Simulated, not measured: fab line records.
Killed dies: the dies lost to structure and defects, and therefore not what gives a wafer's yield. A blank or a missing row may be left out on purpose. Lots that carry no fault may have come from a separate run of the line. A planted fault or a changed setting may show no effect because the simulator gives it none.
Which tool was responsible? | flow nand-harc | 21 lots with 63 wafers sampled at 6 steps, on a route of 1302 steps

== WHAT EACH GAUGE READ, for each wafer ==
No reading from a measuring or inspecting step in the record can be judged against a usual standard deviation.

== EACH LOT AND THE TOOL THAT RAN IT (in order: tool; ch and the chambers of the sampled wafers; start) ==
lot  | NHARC_A_STAIRCASE_DESCUM_270       | NHARC_A_STAIRCASE_STRIP_274                   | NHARC_A_STAIRCASE_HM_OPEN_463                 | NHARC_A_STAIRCASE_DEP_471       | NHARC_A_SGD_CUT_CMP_21        | NHARC_A_SGD_CUT_ETCHBACK_24
L074 | rie-diel-05 ch 0,1,3, day 15 21:35 | rie-diel-05 ch 0,1,2, day 18 16:19 or earlier | rie-diel-09 ch 0,3, day 18 16:19 or earlier   | pecvd-02 ch 0,1, day 18 16:19   | cmp-04 ch 0,1,3, day 19 00:23 | rie-diel-06 ch 0,1,2, day 19 00:49
L075 | rie-diel-09 ch 0,2,3, day 16 15:13 | rie-diel-09 ch 1,2,3, day 19 13:29 or earlier | rie-diel-05 ch 1,2,3, day 19 13:29 or earlier | pecvd-01 ch 0,1, day 19 13:29   | cmp-04 ch 0,3, day 19 23:38   | rie-diel-11 ch 1,2,3, day 20 00:08
L076 | rie-diel-08 ch 1,2, day 17 13:46   | rie-diel-08 ch 1,3, day 20 04:35 or earlier   | rie-diel-08 ch 0,1, day 20 04:35 or earlier   | pecvd-01 ch 0,1, day 20 04:35   | cmp-02 ch 1,2, day 20 16:26   | rie-diel-11 ch 1,2, day 20 16:55
L077 | rie-diel-05 ch 0,2, day 17 20:09   | rie-diel-05 ch 1,2,3, day 20 16:52 or earlier | rie-diel-08 ch 0,2,3, day 20 16:52 or earlier | pecvd-01 ch 0,1,2, day 20 16:52 | cmp-01 ch 1,2, day 20 23:02   | rie-diel-11 ch 1,3, day 20 23:31
L078 | rie-diel-08 ch 1,2,3, day 17 21:56 | rie-diel-08 ch 1,2,3, day 20 15:41 or earlier | rie-diel-05 ch 1,2,3, day 20 15:41 or earlier | pecvd-01 ch 0,1,2, day 20 15:41 | cmp-02 ch 0,2,3, day 20 23:04 | rie-diel-06 ch 0,2,3, day 20 23:31
L079 | rie-diel-08 ch 0,2,3, day 18 13:31 | rie-diel-08 ch 0,1,3, day 21 04:26 or earlier | rie-diel-08 ch 0,2,3, day 21 04:26 or earlier | pecvd-01 ch 0,1, day 21 04:26   | cmp-02 ch 0,1,2, day 21 18:38 | rie-diel-11 ch 0,2,3, day 21 19:07
L080 | rie-diel-05 ch 0,2,3, day 18 23:38 | rie-diel-05 ch 0,2,3, day 21 17:51 or earlier | rie-diel-08 ch 0,1,3, day 21 17:51 or earlier | pecvd-02 ch 1,2, day 21 17:51   | cmp-02 ch 1,2,3, day 22 02:47 | rie-diel-06 ch 2,3, day 22 03:13
L081 | rie-diel-05 ch 1,2,3, day 19 03:46 | rie-diel-05 ch 0,1,2, day 21 18:04 or earlier | rie-diel-05 ch 1,2,3, day 21 18:04 or earlier | pecvd-02 ch 0,1,2, day 21 18:04 | cmp-02 ch 0,1,3, day 22 02:56 | rie-diel-01 ch 0,2,3, day 22 03:24
L085 | rie-diel-08 ch 2,3, day 20 22:20   | rie-diel-08 ch 1,3, day 23 14:37 or earlier   | rie-diel-09 ch 1,3, day 23 14:37 or earlier   | pecvd-02 ch 0,1,2, day 23 14:37 | cmp-02 ch 0,2, day 23 22:34   | rie-diel-06 ch 1,2, day 23 23:03
L084 | rie-diel-05 ch 1,3, day 21 00:55   | rie-diel-05 ch 1,2,3, day 23 14:50 or earlier | rie-diel-08 ch 0,2, day 23 14:50 or earlier   | pecvd-01 ch 1,2, day 23 14:50   | cmp-01 ch 1,2,3, day 23 22:35 | rie-diel-01 ch 1,3, day 23 23:02
L086 | rie-diel-08 ch 0,3, day 21 02:53   | rie-diel-08 ch 2,3, day 23 14:11 or earlier   | rie-diel-08 ch 2,3, day 23 14:11 or earlier   | pecvd-02 ch 0,2, day 23 14:11   | cmp-04 ch 0,1, day 23 22:34   | rie-diel-11 ch 0,2,3, day 23 23:05
L087 | rie-diel-05 ch 0,1,2, day 22 05:58 | rie-diel-08 ch 0,1,3, day 22 08:13            | rie-diel-09 ch 0,1,3, day 24 14:16 or earlier | pecvd-02 ch 1,2, day 24 14:16   | cmp-01 ch 0,1,2, day 24 21:42 | rie-diel-06 ch 0,1,3, day 24 22:10
L088 | rie-diel-05 ch 0,1,2, day 22 08:30 | rie-diel-05 ch 1,2, day 24 14:25 or earlier   | rie-diel-09 ch 2,3, day 24 14:25 or earlier   | pecvd-02 ch 0,1,2, day 24 14:25 | cmp-04 ch 1,2, day 24 21:42   | rie-diel-01 ch 0,3, day 24 22:11
L089 | rie-diel-08 ch 0,2,3, day 22 17:04 | rie-diel-08 ch 0,2, day 25 08:21 or earlier   | rie-diel-09 ch 1,2, day 25 08:21 or earlier   | pecvd-02 ch 0,1, day 25 08:21   | cmp-01 ch 0,1,2, day 25 15:59 | rie-diel-06 ch 1,3, day 25 16:28
L090 | rie-diel-05 ch 0,2,3, day 22 19:01 | rie-diel-05 ch 0,1,2, day 25 08:49 or earlier | rie-diel-08 ch 0,2, day 25 08:49 or earlier   | pecvd-01 ch 0,1,2, day 25 08:49 | cmp-04 ch 2,3, day 25 15:52   | rie-diel-11 ch 0,1,3, day 25 16:20
L092 | rie-diel-09 ch 1,2,3, day 23 14:38 | rie-diel-09 ch 1,2,3, day 26 08:16 or earlier | rie-diel-09 ch 0,1, day 26 08:16 or earlier   | pecvd-02 ch 0,1, day 26 08:16   | cmp-01 ch 1,2,3, day 26 20:08 | rie-diel-11 ch 0,3, day 26 20:37
L091 | rie-diel-05 ch 0,1, day 23 14:48   | rie-diel-05 ch 0,2,3, day 26 13:05 or earlier | rie-diel-08 ch 0,2, day 26 13:05 or earlier   | pecvd-01 ch 0,1,2, day 26 13:05 | cmp-04 ch 0,1,2, day 26 20:11 | rie-diel-06 ch 0,1,3, day 26 20:38
L093 | rie-diel-08 ch 0,1,3, day 24 13:42 | rie-diel-08 ch 0,1,3, day 27 10:24 or earlier | rie-diel-05 ch 0,1,3, day 27 10:24 or earlier | pecvd-01 ch 0,1,2, day 27 10:24 | cmp-01 ch 0,1,2, day 27 17:29 | rie-diel-01 ch 0,2,3, day 27 17:58
L094 | rie-diel-09 ch 1,3, day 24 23:14   | rie-diel-09 ch 1,2,3, day 27 09:45 or earlier | rie-diel-09 ch 0,2,3, day 27 09:45 or earlier | pecvd-01 ch 1,2, day 27 09:45   | cmp-04 ch 0,3, day 27 17:26   | rie-diel-06 ch 1,2,3, day 27 17:55
L095 | rie-diel-09 ch 0,2,3, day 25 09:03 | rie-diel-09 ch 0,1,2, day 28 03:01 or earlier | rie-diel-09 ch 0,1,2, day 28 03:01 or earlier | pecvd-02 ch 0,2, day 28 03:01   | cmp-01 ch 2,3, day 28 14:11   | rie-diel-11 ch 0,1,2, day 28 14:38
L096 | rie-diel-08 ch 0,1,2, day 25 16:04 | rie-diel-08 ch 1,2, day 28 12:36 or earlier   | rie-diel-05 ch 1,2,3, day 28 12:36 or earlier | pecvd-01 ch 0,1,2, day 28 12:36 | cmp-01 ch 0,1,3, day 28 23:11 | rie-diel-11 ch 2,3, day 28 23:43
- NHARC_A_STAIRCASE_DESCUM_270: chemistry O2, time 3 s.
- NHARC_A_STAIRCASE_STRIP_274: strips in O2.
- NHARC_A_STAIRCASE_HM_OPEN_463: chemistry O2/COS.
- NHARC_A_STAIRCASE_DEP_471: deposits SiO2, target thk 100 nm.
- NHARC_A_SGD_CUT_CMP_21: polishes, target thk 148.19 nm.
- NHARC_A_SGD_CUT_ETCHBACK_24: etches the open film in CH3F/O2, target depth 50 nm, time 92.857 s.

== AS READ BY THE TOOLS THEMSELVES (means over the sampled wafers that have a number; for cases with no such wafer, the mark the record gives instead) ==
NHARC_A_STAIRCASE_DESCUM_270.
lot  | tool        | drypump-motor-current-A (A) | o2-flow-sccm (sccm) | oes-product-au (a.u.) | rf-vpp-V (V) | showerhead-plenum-p-Torr (Torr) | throttle-valve-pct (%)
L074 | rie-diel-05 | 6.08                        | 199.5               | 1.009                 | 57.4         | 1.84                            | 11.310
L075 | rie-diel-09 | 6.23                        | 200.5               | 1.005                 | 57.3         | 1.87                            | 11.305
L076 | rie-diel-08 | 6.07                        | 200.0               | 1.006                 | 57.8         | 2.06                            | 11.314
L077 | rie-diel-05 | 6.03                        | 199.6               | 1.002                 | 57.4         | 1.85                            | 11.307
L078 | rie-diel-08 | 6.19                        | 199.9               | 1.006                 | 57.8         | 1.99                            | 11.306
L079 | rie-diel-08 | 6.33                        | 199.5               | 0.993                 | 57.9         | 1.95                            | 11.323
L080 | rie-diel-05 | 6.10                        | 199.9               | 1.000                 | 57.7         | 1.93                            | 11.312
L081 | rie-diel-05 | 6.20                        | 200.2               | 0.997                 | 58.0         | 1.92                            | 11.315
L085 | rie-diel-08 | 6.29                        | 200.3               | 0.992                 | 58.1         | 1.91                            | 11.321
L084 | rie-diel-05 | 6.19                        | 199.8               | 0.987                 | 58.1         | 1.92                            | 11.310
L086 | rie-diel-08 | 6.38                        | 199.6               | 0.998                 | 57.2         | 1.89                            | 11.304
L087 | rie-diel-05 | 6.01                        | 200.1               | 0.998                 | 57.6         | 1.85                            | 11.312
L088 | rie-diel-05 | 6.01                        | 199.7               | 0.995                 | 57.1         | 1.85                            | 11.309
L089 | rie-diel-08 | 6.34                        | 199.6               | 0.995                 | 58.1         | 1.94                            | 11.316
L090 | rie-diel-05 | 6.12                        | 199.7               | 1.002                 | 58.2         | 1.92                            | 11.308
L092 | rie-diel-09 | 5.94                        | 199.9               | 1.000                 | 58.1         | 1.94                            | 11.312
L091 | rie-diel-05 | 5.93                        | 200.7               | 1.010                 | 57.8         | 1.86                            | 11.306
L093 | rie-diel-08 | 6.21                        | 199.8               | 1.010                 | 57.1         | 1.92                            | 11.314
L094 | rie-diel-09 | 5.83                        | 200.2               | 1.004                 | 58.0         | 1.98                            | 11.311
L095 | rie-diel-09 | 6.23                        | 199.5               | 1.006                 | 57.3         | 1.85                            | 11.321
L096 | rie-diel-08 | 6.22                        | 199.6               | 1.010                 | 58.7         | 2.00                            | 11.312

NHARC_A_STAIRCASE_STRIP_274.
lot  | tool        | drypump-motor-current-A (A) | o2-flow-sccm (sccm) | oes-product-au (a.u.) | rf-vpp-V (V) | showerhead-plenum-p-Torr (Torr) | throttle-valve-pct (%)
L074 | rie-diel-05 | 6.02                        | 500.9               | 0.997                 | 57.7         | 3.44                            | 17.028
L075 | rie-diel-09 | 5.97                        | 499.5               | 1.006                 | 57.9         | 3.59                            | 17.035
L076 | rie-diel-08 | 6.05                        | 500.6               | 0.998                 | 58.2         | 3.65                            | 17.025
L077 | rie-diel-05 | 6.21                        | 498.2               | 1.001                 | 57.6         | 3.37                            | 17.034
L078 | rie-diel-08 | 6.18                        | 500.0               | 0.994                 | 57.9         | 3.66                            | 17.047
L079 | rie-diel-08 | 6.22                        | 499.6               | 1.006                 | 57.1         | 3.57                            | 17.039
L080 | rie-diel-05 | 6.12                        | 499.8               | 1.002                 | 58.4         | 3.55                            | 17.030
L081 | rie-diel-05 | 6.00                        | 500.5               | 0.999                 | 57.7         | 3.42                            | 17.038
L085 | rie-diel-08 | 6.06                        | 498.9               | 0.999                 | 57.4         | 3.63                            | 17.036
L084 | rie-diel-05 | 6.20                        | 499.3               | 0.994                 | 58.4         | 3.53                            | 17.034
L086 | rie-diel-08 | 6.31                        | 499.8               | 1.009                 | 57.6         | 3.66                            | 17.035
L087 | rie-diel-08 | 6.24                        | 499.9               | 0.997                 | 58.6         | 3.55                            | 17.032
L088 | rie-diel-05 | 6.10                        | 500.6               | 0.988                 | 57.4         | 3.40                            | 17.036
L089 | rie-diel-08 | 6.41                        | 498.6               | 0.997                 | 58.1         | 3.61                            | 17.037
L090 | rie-diel-05 | 6.00                        | 499.6               | 0.999                 | 57.3         | 3.41                            | 17.040
L092 | rie-diel-09 | 5.96                        | 499.8               | 1.002                 | 59.6         | 3.56                            | 17.040
L091 | rie-diel-05 | 6.12                        | 500.2               | 1.006                 | 57.0         | 3.53                            | 17.032
L093 | rie-diel-08 | 6.22                        | 499.0               | 1.008                 | 58.0         | 3.55                            | 17.043
L094 | rie-diel-09 | 5.95                        | 499.7               | 1.002                 | 57.8         | 3.56                            | 17.034
L095 | rie-diel-09 | 6.09                        | 499.3               | 0.992                 | 58.2         | 3.45                            | 17.041
L096 | rie-diel-08 | 6.20                        | 500.3               | 1.015                 | 58.6         | 3.76                            | 17.030

NHARC_A_STAIRCASE_HM_OPEN_463.
lot  | tool        | drypump-motor-current-A (A) | o2-flow-sccm (sccm) | oes-product-au (a.u.) | rf-vpp-V (V) | showerhead-plenum-p-Torr (Torr) | throttle-valve-pct (%)
L074 | rie-diel-09 | 6.13                        | 400.7               | 1.012                 | 468          | 3.16                            | 28.329
L075 | rie-diel-05 | 6.20                        | 400.2               | 0.999                 | 465          | 2.98                            | 28.322
L076 | rie-diel-08 | 6.25                        | 399.7               | 1.003                 | 469          | 3.21                            | 28.328
L077 | rie-diel-08 | 6.35                        | 399.2               | 0.990                 | 467          | 3.17                            | 28.329
L078 | rie-diel-05 | 6.21                        | 399.8               | 0.990                 | 468          | 3.13                            | 28.331
L079 | rie-diel-08 | 6.34                        | 401.4               | 1.001                 | 468          | 3.17                            | 28.329
L080 | rie-diel-08 | 6.22                        | 399.7               | 0.991                 | 468          | 3.16                            | 28.334
L081 | rie-diel-05 | 6.20                        | 400.0               | 0.989                 | 467          | 3.13                            | 28.335
L085 | rie-diel-09 | 5.70                        | 402.1               | 0.994                 | 470          | 3.27                            | 28.320
L084 | rie-diel-08 | 6.35                        | 398.7               | 0.990                 | 471          | 3.28                            | 28.330
L086 | rie-diel-08 | 6.33                        | 399.9               | 0.991                 | 469          | 3.23                            | 28.336
L087 | rie-diel-09 | 6.00                        | 402.0               | 1.007                 | 468          | 3.15                            | 28.330
L088 | rie-diel-09 | 6.09                        | 400.4               | 0.996                 | 467          | 3.13                            | 28.335
L089 | rie-diel-09 | 5.82                        | 400.3               | 1.010                 | 467          | 3.17                            | 28.334
L090 | rie-diel-08 | 6.37                        | 400.6               | 1.010                 | 470          | 3.27                            | 28.333
L092 | rie-diel-09 | 6.12                        | 400.7               | 1.006                 | 466          | 3.05                            | 28.324
L091 | rie-diel-08 | 6.39                        | 399.8               | 1.001                 | 468          | 3.19                            | 28.329
L093 | rie-diel-05 | 6.09                        | 399.2               | 1.006                 | 468          | 3.13                            | 28.334
L094 | rie-diel-09 | 6.24                        | 400.2               | 1.006                 | 465          | 3.03                            | 28.328
L095 | rie-diel-09 | 6.09                        | 400.1               | 1.004                 | 466          | 3.05                            | 28.334
L096 | rie-diel-05 | 6.20                        | 401.0               | 0.997                 | 466          | 3.10                            | 28.327

NHARC_A_STAIRCASE_DEP_471.
lot  | tool     | heater-power-w (W) | throttle-valve-pct (%)
L074 | pecvd-02 | 480                | 16.2
L075 | pecvd-01 | 509                | 15.1
L076 | pecvd-01 | 513                | 15.2
L077 | pecvd-01 | 562                | 15.5
L078 | pecvd-01 | 547                | 15.3
L079 | pecvd-01 | 528                | 15.0
L080 | pecvd-02 | 503                | 16.3
L081 | pecvd-02 | 491                | 16.2
L085 | pecvd-02 | 556                | 16.4
L084 | pecvd-01 | 566                | 15.5
L086 | pecvd-02 | 596                | 16.2
L087 | pecvd-02 | 505                | 16.5
L088 | pecvd-02 | 526                | 16.4
L089 | pecvd-02 | 559                | 16.4
L090 | pecvd-01 | 565                | 15.7
L092 | pecvd-02 | 544                | 16.0
L091 | pecvd-01 | 567                | 15.7
L093 | pecvd-01 | 552                | 15.7
L094 | pecvd-01 | 603                | 15.2
L095 | pecvd-02 | 557                | 16.1
L096 | pecvd-01 | 578                | 15.9

NHARC_A_SGD_CUT_CMP_21.
lot  | tool   | motor-current-A (A) | slurry-flow-ml-min | time-to-endpoint-s (s)
L074 | cmp-04 | 12.2                | 150.0              | 47
L075 | cmp-04 | 11.2                | 149.6              | 44
L076 | cmp-02 | 12.2                | 149.3              | 49
L077 | cmp-01 | 12.3                | 149.8              | 51
L078 | cmp-02 | 11.5                | 150.2              | 48
L079 | cmp-02 | 11.4                | 149.9              | 48
L080 | cmp-02 | 12.3                | 149.6              | 52
L081 | cmp-02 | 11.7                | 150.1              | 52
L085 | cmp-02 | 11.3                | 150.0              | 47
L084 | cmp-01 | 12.0                | 150.4              | 52
L086 | cmp-04 | 12.6                | 150.3              | 48
L087 | cmp-01 | 12.2                | 150.3              | 51
L088 | cmp-04 | 12.4                | 150.2              | 47
L089 | cmp-01 | 12.7                | 150.3              | 52
L090 | cmp-04 | 10.6                | 150.4              | 50
L092 | cmp-01 | 11.7                | 149.6              | 53
L091 | cmp-04 | 11.9                | 149.9              | 47
L093 | cmp-01 | 12.7                | 150.1              | 48
L094 | cmp-04 | 11.5                | 149.9              | 44
L095 | cmp-01 | 11.5                | 150.2              | 49
L096 | cmp-01 | 12.2                | 149.4              | 54

NHARC_A_SGD_CUT_ETCHBACK_24.
lot  | tool        | drypump-motor-current-A (A) | o2-flow-sccm (sccm) | oes-product-au (a.u.) | rf-vpp-V (V) | showerhead-plenum-p-Torr (Torr) | throttle-valve-pct (%)
L074 | rie-diel-06 | 5.71                        | 29.95               | 0.92                  | 244.9        | 2.50                            | 20.662
L075 | rie-diel-11 | 5.51                        | 29.98               | 0.92                  | 245.3        | 2.49                            | 20.659
L076 | rie-diel-11 | 5.64                        | 30.06               | 0.99                  | 245.2        | 2.52                            | 20.658
L077 | rie-diel-11 | 5.56                        | 29.90               | 0.99                  | 244.6        | 2.48                            | 20.661
L078 | rie-diel-06 | 5.57                        | 29.97               | 0.99                  | 244.0        | 2.43                            | 20.662
L079 | rie-diel-11 | 5.42                        | 29.96               | 0.92                  | 244.0        | 2.44                            | 20.670
L080 | rie-diel-06 | 5.55                        | 29.99               | 0.93                  | 243.4        | 2.45                            | 20.667
L081 | rie-diel-01 | 5.73                        | 30.00               | 0.93                  | 244.1        | 2.48                            | 20.663
L085 | rie-diel-06 | 5.82                        | 29.96               | 1.01                  | 245.4        | 2.58                            | 20.664
L084 | rie-diel-01 | 5.45                        | 30.03               | 1.00                  | 243.0        | 2.40                            | 20.659
L086 | rie-diel-11 | 5.43                        | 30.01               | 1.00                  | 243.5        | 2.44                            | 20.659
L087 | rie-diel-06 | 5.56                        | 30.02               | 0.99                  | 245.5        | 2.47                            | 20.660
L088 | rie-diel-01 | 5.84                        | 30.05               | 1.00                  | 244.5        | 2.52                            | 20.657
L089 | rie-diel-06 | 5.71                        | 30.00               | 0.93                  | 246.0        | 2.55                            | 20.665
L090 | rie-diel-11 | 5.65                        | 30.10               | 0.95                  | 243.9        | 2.45                            | 20.662
L092 | rie-diel-11 | 5.61                        | 29.96               | 1.00                  | 243.4        | 2.40                            | 20.665
L091 | rie-diel-06 | 5.58                        | 29.93               | 0.99                  | 244.2        | 2.47                            | 20.667
L093 | rie-diel-01 | 5.75                        | 29.93               | 0.98                  | 244.6        | 2.48                            | 20.668
L094 | rie-diel-06 | 5.68                        | 29.95               | 0.93                  | 245.8        | 2.51                            | 20.665
L095 | rie-diel-11 | 5.59                        | 29.93               | 0.93                  | 244.7        | 2.46                            | 20.656
L096 | rie-diel-11 | 5.23                        | 29.95               | 0.99                  | 244.6        | 2.47                            | 20.672

== THE ANSWER, worked out from the rows above alone ==
Rule: usual is defined by the lots themselves. The widest of any qualifying gaps counts: lots, ordered by their means at a reading, are off when they make up no more than a third of the lots, leave a main group of 4 or more, and stand apart from it by 3 or more times the standard deviation of that group's means. If all means in a main group match to the digits the tables above print for the reading, that group is not used. A lot without any number at a reading at which 4 lots or more have one is off too. All remaining lots with rows at the step are treated as sound. Order of review: gauges by route order, followed by the tools' own readings, for which a lot's mean as printed above is used. At the first step where some lot is off, the reading lying furthest off is the one used; lots without a number count as furthest.
Across all readings shown, no lot is off: no conclusion can be drawn from this.

== WHAT THE SIMULATOR HAD PUT IN ==
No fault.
